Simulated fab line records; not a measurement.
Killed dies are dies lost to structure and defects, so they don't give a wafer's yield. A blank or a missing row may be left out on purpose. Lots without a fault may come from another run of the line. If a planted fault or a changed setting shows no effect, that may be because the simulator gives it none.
Shared-tool check + flow nandHarc + 10 lots and 30 wafers in the sample

## WHY IT WAS OPENED
At NHARC_A_CHANNEL_HOLE_D2_CD_MEAS_31 the reading cdNm is flagged on 3 of 10 lots. Fault-free wafers read 90.3 nm, with a standard deviation of 1.4.
Rule: a lot is flagged when every wafer of it that has a number lies more than 4 standard deviations from that mean, or none has a number. As for the other lots, they are considered sound.

| lot  | measured     | on       | cdNm (nm), wafer by wafer | flag    |
|------|--------------|----------|---------------------------|---------|
| L211 | day 16 11:43 | cdSem-01 | 0.5 1.5 0.1               | FLAGGED |
| L212 | day 16 16:11 | cdSem-01 | 0.1 0.3 0.1               | FLAGGED |
| L214 | day 17 00:11 | cdSem-02 | 90.8 89.6 89.3            |         |
| L213 | day 17 00:14 | cdSem-01 | 1.7 0.4 1.4               | FLAGGED |
| L217 | day 18 07:48 | cdSem-03 | 91.7 90.1 90.8            |         |
| L221 | day 19 13:41 | cdSem-01 | 90.3 89.8 90.2            |         |
| L223 | day 20 15:56 | cdSem-03 | 93.1 91.0 90.3            |         |
| L222 | day 20 18:49 | cdSem-01 | 89.7 91.4 93.2            |         |
| L225 | day 21 12:29 | cdSem-03 | 89.6 91.2 92.5            |         |
| L224 | day 21 12:31 | cdSem-01 | 91.1 92.4 91.8            |         |
Average over the flagged lots: 0.7 nm; offset from the usual -89.6 nm, equal to -64 standard deviations.

## TOOL THAT RAN EACH LOT
3 process steps preceding the reading are held in the record, out of 1302 steps in the route. Read each cell as the tool, then ch plus the chambers that the sampled wafers visited, then the start.
| lot  | flag    | NHARC_A_CHANNEL_HOLE_D2_ETCH_19 | NHARC_A_CHANNEL_HOLE_D2_ETCH_20 | NHARC_A_CHANNEL_HOLE_D2_ETCH_24 |
|------|---------|---------------------------------|---------------------------------|---------------------------------|
| L211 | FLAGGED | harEtch-01 ch 0,1, day 16 06:11 | harEtch-01 ch 0,1, day 16 06:20 | harEtch-01 ch 0,1, day 16 08:26 |
| L212 | FLAGGED | harEtch-01 ch 0,1, day 16 10:21 | harEtch-01 ch 0,1, day 16 10:28 | harEtch-01 ch 0,1, day 16 12:30 |
| L214 |         | harEtch-01 ch 0,1, day 16 18:43 | harEtch-01 ch 0,1, day 16 18:49 | harEtch-01 ch 0,1, day 16 20:49 |
| L213 | FLAGGED | harEtch-02 ch 0,1, day 16 18:39 | harEtch-02 ch 0,1, day 16 18:46 | harEtch-02 ch 0,1, day 16 20:47 |
| L217 |         | harEtch-02 ch 1, day 18 02:16   | harEtch-02 ch 1, day 18 02:23   | harEtch-02 ch 1, day 18 04:23   |
| L221 |         | harEtch-02 ch 0,1, day 19 08:12 | harEtch-02 ch 0,1, day 19 08:25 | harEtch-02 ch 0,1, day 19 10:40 |
| L223 |         | harEtch-01 ch 0,1, day 20 10:29 | harEtch-01 ch 0,1, day 20 10:41 | harEtch-01 ch 0,1, day 20 12:55 |
| L222 |         | harEtch-02 ch 0,1, day 20 13:19 | harEtch-02 ch 0,1, day 20 13:25 | harEtch-02 ch 0,1, day 20 15:26 |
| L225 |         | harEtch-02 ch 0,1, day 21 06:58 | harEtch-02 ch 0,1, day 21 07:05 | harEtch-02 ch 0,1, day 21 09:07 |
| L224 |         | harEtch-01 ch 0,1, day 21 06:50 | harEtch-01 ch 0,1, day 21 06:57 | harEtch-01 ch 0,1, day 21 08:58 |
What is done by these steps:
- NHARC_A_CHANNEL_HOLE_D2_ETCH_19: etches the open film in C4F8/O2/Ar, time 34.5 s.
- NHARC_A_CHANNEL_HOLE_D2_ETCH_20: etches the open film in C4F8/O2/Ar, time 361.9 s, target depth 1600 nm.
- NHARC_A_CHANNEL_HOLE_D2_ETCH_24: etches the open film in C4F8/O2/Ar, time 906.2 s, target depth 1500 nm.
- NHARC_A_CHANNEL_HOLE_D2_CD_MEAS_31

## FLAGGED OVER TOTAL, TOOL BY TOOL (the gauges that took the reading come last)
| step                               | tool       | lots run | flagged | share of the flagged lots | sound lots run after its first flagged lot |
|------------------------------------|------------|----------|---------|---------------------------|--------------------------------------------|
| NHARC_A_CHANNEL_HOLE_D2_ETCH_19    | harEtch-01 | 5        | 2       | some                      | 3 (L214,L223,L224)                         |
| NHARC_A_CHANNEL_HOLE_D2_ETCH_19    | harEtch-02 | 5        | 1       | some                      | 4 (L217,L221,L222,L225)                    |
| NHARC_A_CHANNEL_HOLE_D2_ETCH_20    | harEtch-01 | 5        | 2       | some                      | 3 (L214,L223,L224)                         |
| NHARC_A_CHANNEL_HOLE_D2_ETCH_20    | harEtch-02 | 5        | 1       | some                      | 4 (L217,L221,L222,L225)                    |
| NHARC_A_CHANNEL_HOLE_D2_ETCH_24    | harEtch-01 | 5        | 2       | some                      | 3 (L214,L223,L224)                         |
| NHARC_A_CHANNEL_HOLE_D2_ETCH_24    | harEtch-02 | 5        | 1       | some                      | 4 (L217,L221,L222,L225)                    |
| NHARC_A_CHANNEL_HOLE_D2_CD_MEAS_31 | cdSem-01   | 6        | 3       | all                       | 3 (L221,L222,L224)                         |
| NHARC_A_CHANNEL_HOLE_D2_CD_MEAS_31 | cdSem-02   | 1        | 0       | none                      | -                                          |
| NHARC_A_CHANNEL_HOLE_D2_CD_MEAS_31 | cdSem-03   | 3        | 0       | none                      | -                                          |

## WHAT THE TABLE ALLOWS
In the table, 1 row covers all flagged lots: cdSem-01 at NHARC_A_CHANNEL_HOLE_D2_CD_MEAS_31.
- cdSem-01 at NHARC_A_CHANNEL_HOLE_D2_CD_MEAS_31: 3 of its 6 lots flagged. After the first flagged lot (L221, L222, L224), sound lots still ran on it; a lasting fault on the whole tool would not permit that.
Not one row of the table ran every flagged lot while running no sound lot after the first.

## WHAT HAD BEEN PUT IN BY THE SIMULATOR
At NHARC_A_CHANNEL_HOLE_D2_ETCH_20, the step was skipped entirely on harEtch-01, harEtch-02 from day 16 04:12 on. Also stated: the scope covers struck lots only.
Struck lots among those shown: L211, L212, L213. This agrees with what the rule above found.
